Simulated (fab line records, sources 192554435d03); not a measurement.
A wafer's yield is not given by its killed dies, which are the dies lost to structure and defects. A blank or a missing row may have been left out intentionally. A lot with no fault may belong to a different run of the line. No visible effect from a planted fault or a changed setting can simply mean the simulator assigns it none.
fab line records | flow n5-finfet | part 2 of 2: steps 28 to 32 of 32
record: lots: 5 wafers: 15 last-day: 17
route steps=1938 shown BEOL_M13@1665
lots untouched by any fault: they come from a run of this same line in which no faults occurred
start-h: hours from the record's first day to the start of the lot's first wafer shown | wait-h: time in hours since the lot's previous step | " same as the row above | L1.1+2: several wafers, shown together as one row | - no value, or no start was given | * or withheld: withheld | < > ~ a bound
route shown NAME@n: a module of which the file shows steps, and the number in the route of the first | usual: mean/standard deviation of fault-free wafers | same: alike in all rows | chamber/n: place in a boat | sites: per-site readings | _std_site: standard deviation across them | _edge_site: the outer-site mean with the inner-site mean subtracted | radius-mm: how far each site lies from the wafer's centre | mask NAME#n: copy n | behind: the most recent tool/chamber to have shaped the wafer | hold: why the lot went on hold/how many hours it stayed there/how the hold came to an end | device: the transistor (n, p or np) that didn't switch | end of line: at the end of the route, the tests of the same wafers | where a step has no rows: the recipe by itself | killed: not the wafer's yield, but the dies lost to structure and defects at the first sort | map: dies across one wafer; x = killed, . = not, _ = none there
set.NAME: the run value of the setting; set.NAME@STEP: its run value at that earlier step | model.NAME: the simulator's own value behind a step, which no gauge read
lots seen at some steps along the route; tables by step, rows by wafer
services: the hour from which a tool's chamber was out of use, counted from the record's first day as start-h (under 0 if before that day), plus the number of hours and why
== steps ==
step: N5_BEOL_M13_DESCUM_33
recipe: chemistry: O2 time-s: 7.9 source-power-w: 50 bias-power-w: 20 pressure-mtorr: 20 rf-frequency-hz: 2.712e+07 temp-c: 40 o2-flow-sccm: 225
usual: drypump-motor-current-A: 5.74/0.26 o2-flow-sccm: 224.9/0.65 oes-product-au: 0.76/0.079 rf-vpp-V: 243.1/1.3 showerhead-plenum-p-Torr: 2.09/0.073 throttle-valve-pct: 20.50/0.25
columns lot.wafer tool chamber start-h wait-h drypump-motor-current-A o2-flow-sccm oes-product-au rf-hours-counter-h rf-vpp-V showerhead-plenum-p-Torr throttle-valve-pct
L082.1 rie-diel-05 1 279.84 0.0 5.72 224.9 0.71 194 243.4 2.06 20.06
L082.4 " 1 " " 5.72 224.5 0.71 - 243.1 2.06 20.03
L082.5 " 3 " " 6.16 224.7 0.86 - 244.7 2.21 20.54
L081.2 rie-diel-06 2 285.15 0.0 5.52 225.6 0.68 240 241.8 2.07 20.52
L081.4 " 3 " " 5.79 223.6 0.86 69 245.0 2.13 20.74
L081.5 " 3 " " 5.77 225.7 0.87 - 243.6 2.13 20.74
L087.1 rie-diel-06 0 308.69 0.1 5.86 225.7 0.70 189 243.9 2.08 20.75
L087.2 " 2 " " 5.53 225.5 0.68 248 242.3 2.07 20.52
L087.3 " 1 " " 5.92 225.6 0.69 211 244.5 2.18 20.68
L090.1 rie-diel-05 0 334.43 0.0 5.85 224.4 0.72 196 240.0 2.00 20.77
L090.2 " 1 " " 5.73 224.9 0.69 212 242.9 2.06 20.07
L090.3 " 2 " " 5.59 224.8 0.81 89 242.5 2.10 20.26
L097.1 rie-diel-03 2 370.63 0.0 5.54 224.9 0.82 56 244.2 2.23 20.45
L097.2 " 0 " " 5.38 224.9 0.95 5 242.9 2.04 20.05
L097.5 " 0 " " 5.40 223.7 0.96 - 242.9 2.04 20.06
step: N5_BEOL_M13_ETCH_67
recipe: chemistry: CF4 target: SiARC target-depth-a: 1430 time-s: 238.3 ion-energy-ev: 80 pressure-mtorr: 40 source-w: 545 bias-w: 36 Ar_flow_sccm: 100 cf4-flow-sccm: 100 ends: cleared
usual: drypump-motor-current-A: 5.74/0.26 etch-rf-on-time-s: 235/6.9 oes-product-au: 0.65/0.065 rf-vpp-V: 184.0/1.2 showerhead-plenum-p-Torr: 2.14/0.067 throttle-valve-pct: 15.71/0.22
columns lot.wafer tool chamber start-h wait-h drypump-motor-current-A etch-rf-on-time-s oes-product-au rf-hours-counter-h rf-vpp-V showerhead-plenum-p-Torr throttle-valve-pct
L082.1 rie-diel-05 1 279.88 0.0 5.74 237 0.61 194 185.9 2.12 15.44
L082.4 " 1 " " 5.74 235 0.61 - 183.4 2.12 15.42
L082.5 " 3 " " 6.14 244 0.71 - 186.0 2.26 15.67
L081.2 rie-diel-06 2 285.18 0.0 5.53 240 0.58 240 183.3 2.11 15.63
L081.4 " 3 " " 5.78 233 0.73 69 183.9 2.16 15.76
L081.5 " 3 " " 5.79 234 0.73 - 184.6 2.16 15.73
L087.1 rie-diel-06 0 308.73 0.0 5.85 237 0.61 189 183.0 2.14 15.95
L087.2 " 2 " " 5.51 243 0.57 248 184.2 2.11 15.66
L087.3 " 1 " " 5.89 243 0.61 211 183.9 2.21 15.85
L090.1 rie-diel-05 0 334.46 0.0 5.83 229 0.62 197 182.1 2.06 16.02
L090.2 " 1 " " 5.75 239 0.60 212 184.3 2.12 15.48
L090.3 " 2 " " 5.59 226 0.71 89 184.9 2.16 15.50
L097.1 rie-diel-03 2 370.66 0.0 5.53 235 0.72 56 185.4 2.26 15.52
L097.2 " 0 " " 5.39 233 0.82 5 183.1 2.11 15.36
L097.5 " 0 " " 5.37 234 0.82 - 183.4 2.11 15.37
step: N5_BEOL_M13_ETCH_68
recipe: chemistry: N2/H2 target: SOC mask-material: SiARC source-w: 3000 bias-w: 350 temp-c: 40 time-s: 355 ion-energy-ev: 200 pressure-mtorr: 30 n2-flow-sccm: 200 h2-flow-sccm: 200
usual: drypump-motor-current-A: 5.75/0.26 oes-product-au: 0.76/0.077 rf-vpp-V: 523.6/2.5 showerhead-plenum-p-Torr: 2.54/0.089 throttle-valve-pct: 17.85/0.2
columns lot.wafer tool chamber start-h wait-h drypump-motor-current-A oes-product-au rf-hours-counter-h rf-vpp-V showerhead-plenum-p-Torr throttle-valve-pct
L082.1 rie-diel-05 1 280.03 0.1 5.72 0.72 194 522.3 2.51 17.51
L082.4 " 1 " " 5.69 0.72 - 522.1 2.51 17.51
L082.5 " 3 " " 6.14 0.85 - 529.8 2.69 17.92
L081.2 rie-diel-06 2 285.33 0.1 5.53 0.68 240 522.8 2.52 17.88
L081.4 " 3 " " 5.79 0.85 69 526.4 2.58 17.97
L081.5 " 3 " " 5.78 0.86 - 524.5 2.58 17.97
L087.1 rie-diel-06 0 308.88 0.1 5.84 0.71 189 523.9 2.51 18.00
L087.2 " 2 " " 5.54 0.67 248 522.7 2.51 17.92
L087.3 " 1 " " 5.94 0.70 212 525.4 2.63 17.96
L090.1 rie-diel-05 0 334.61 0.1 5.85 0.72 197 520.2 2.41 17.96
L090.2 " 1 " " 5.78 0.71 212 523.6 2.50 17.55
L090.3 " 2 " " 5.58 0.82 90 524.4 2.56 17.66
L097.1 rie-diel-03 2 370.81 0.1 5.53 0.83 56 529.4 2.70 17.65
L097.2 " 0 " " 5.43 0.96 5 521.3 2.50 17.63
L097.5 " 0 " " 5.42 0.97 - 521.5 2.50 17.65
step: N5_BEOL_M13_STRIP_69
recipe: chemistry: N2/H2 temp-c: 40 n2-flow-sccm: 200 h2-flow-sccm: 200 rf-frequency-hz: 6e+07
columns lot.wafer tool chamber start-h wait-h
L082.1+4+5 rie-diel-05 1,1,3 280.24 0.1
L081.2+4+5 rie-diel-06 2,3,3 285.54 0.1
L087.1+2+3 rie-diel-06 0,2,1 309.09 0.1
L090.1+2+3 rie-diel-05 0,1,2 334.82 0.1
L097.1+2+5 rie-diel-03 2,0,0 371.02 0.1
step: N5_BEOL_M13_TRENCH_ETCH_34
recipe: chemistry: C4F8/O2/Ar target: SiOC target-depth-a: 4134.7 mask-material: SOC pressure-mtorr: 30 source-w: 3000 bias-w: 700 Ar_flow_sccm: 400 C4F8_flow_sccm: 15 O2_flow_sccm: 8 he-inner-torr: 15 he-outer-torr: 30 time-s: 162.6 ion-energy-ev: 250
usual: O2_flow_sccm: 7.998/0.023 drypump-motor-current-A: 5.75/0.26 oes-product-au: 0.76/0.077 rf-vpp-V: 665/3.3 showerhead-plenum-p-Torr: 3.41/0.11 throttle-valve-pct: 24.25/0.25
columns lot.wafer tool chamber start-h wait-h O2_flow_sccm drypump-motor-current-A oes-product-au rf-hours-counter-h rf-vpp-V showerhead-plenum-p-Torr throttle-valve-pct
L082.1 rie-diel-05 1 280.25 0.0 7.983 5.76 0.72 194 664 3.37 23.78
L082.4 " 1 " " 8.000 5.75 0.72 - 665 3.37 23.76
L082.5 " 3 " " 8.005 6.13 0.85 - 671 3.60 24.37
L081.2 rie-diel-06 2 285.55 0.0 7.978 5.54 0.69 240 665 3.35 24.04
L081.4 " 3 " " 8.018 5.79 0.86 69 665 3.46 24.47
L081.5 " 3 " " 8.040 5.76 0.85 - 667 3.46 24.47
L087.1 rie-diel-06 0 309.10 0.0 7.978 5.83 0.71 189 665 3.39 24.48
L087.2 " 2 " " 7.959 5.54 0.68 248 662 3.35 24.04
L087.3 " 1 " " 8.022 5.91 0.71 212 669 3.52 24.30
L090.1 rie-diel-05 0 334.83 0.0 7.990 5.85 0.72 197 661 3.26 24.47
L090.2 " 1 " " 7.992 5.76 0.70 212 665 3.36 23.80
L090.3 " 2 " " 8.043 5.60 0.81 90 668 3.45 24.09
L097.1 rie-diel-03 2 371.03 0.0 8.023 5.54 0.83 56 670 3.61 24.16
L097.2 " 0 " " 8.020 5.40 0.97 5 663 3.35 23.97
L097.5 " 0 " " 8.029 5.40 0.97 - 664 3.35 23.98
== services ==
columns tool chamber start-h hours kind
krf-scanner-01 - 267.23 1.0 repair
rie-diel-06 0 270.40 9.1 repair
rie-diel-05 2 270.47 12.0 repair
krf-scanner-02 - 271.90 1.3 pm
krf-scanner-01 - 273.20 1.0 pm
krf-scanner-01 0 295.99 - calibration
rie-diel-05 3 312.55 6.6 repair
plasma-asher-02 - 312.93 9.0 repair
krf-scanner-02 - 314.32 0.8 pm
rie-diel-06 2 316.25 - clean
rie-diel-06 2 316.25 - consumable-replace:focus-ring
rie-diel-06 2 316.25 14.1 scheduled-down
rie-diel-06 2 316.25 14.1 vent-cycle
rie-diel-05 2 317.23 1.2 repair
rie-diel-03 2 331.22 2.2 repair
krf-scanner-01 - 333.71 1.3 pm
krf-scanner-01 - 338.26 3.8 repair
rie-diel-03 0 341.81 - clean
rie-diel-03 0 341.81 - consumable-replace:focus-ring
rie-diel-03 0 341.81 16.5 scheduled-down
rie-diel-03 0 341.81 16.5 vent-cycle
krf-scanner-02 - 344.09 0.4 repair
rie-diel-03 1 358.73 - clean
krf-scanner-02 - 360.11 1.2 repair
